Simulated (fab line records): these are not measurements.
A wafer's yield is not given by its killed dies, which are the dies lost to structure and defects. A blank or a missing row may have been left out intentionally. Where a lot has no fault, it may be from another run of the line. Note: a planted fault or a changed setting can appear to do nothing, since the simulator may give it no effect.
Chamber matching + flow n5 finfet + N5_PMOS_HMC_CHANNEL_EPI_STRIP_33 on rie diel-06: 4 sister chambers
The step strips in N2/H2. 4 wafers are shown with their chamber, then 9 later ones without.

== WAFERS, EACH WITH ITS CHAMBER ==
| wafer  | chamber | showerhead plenum p Torr (Torr) |
|--------|---------|---------------------------------|
| L086.4 | 0       | 3.52                            |
| L086.6 | 1       | 3.48                            |
| L087.5 | 2       | 3.41                            |
| L087.6 | 3       | 3.18                            |

== WAFERS WHOSE CHAMBER IS MISSING ==
| wafer  | showerhead plenum p Torr (Torr) |
|--------|---------------------------------|
| L088.1 | 3.41                            |
| L088.5 | 3.18                            |
| L088.6 | 3.41                            |
| L093.1 | 3.17                            |
| L093.3 | 3.48                            |
| L093.4 | 3.51                            |
| L096.4 | 3.17                            |
| L096.5 | 3.51                            |
| L096.6 | 3.17                            |

== THE CHAMBER EACH PASSED THROUGH ==
| wafer  | from the rows above | in truth |
|--------|---------------------|----------|
| L088.1 | 2                   | 2        |
| L088.5 | 3                   | 3        |
| L088.6 | 2                   | 2        |
| L093.1 | 3                   | 3        |
| L093.3 | 1                   | 1        |
| L093.4 | 0                   | 0        |
| L096.4 | 3                   | 3        |
| L096.5 | 0                   | 0        |
| L096.6 | 3                   | 3        |
Correct placement for 9 of the 9. Number that these rows cannot place: 0. Placed wrongly: 0.
How it was worked out, from the rows above alone: a wafer's distance from a chamber is the root of the sum, over the readings, of the square of ((its reading less the chamber's mean) divided by the reading's scatter). If the next closest chamber is less than 2 further off than the closest, the wafer can't be placed; otherwise it belongs to the closest. Each chamber's mean is taken over the wafers shown for it. The scatter: root of mean squared gap, hidden wafer to nearest shown wafer, with one shown wafer a chamber.
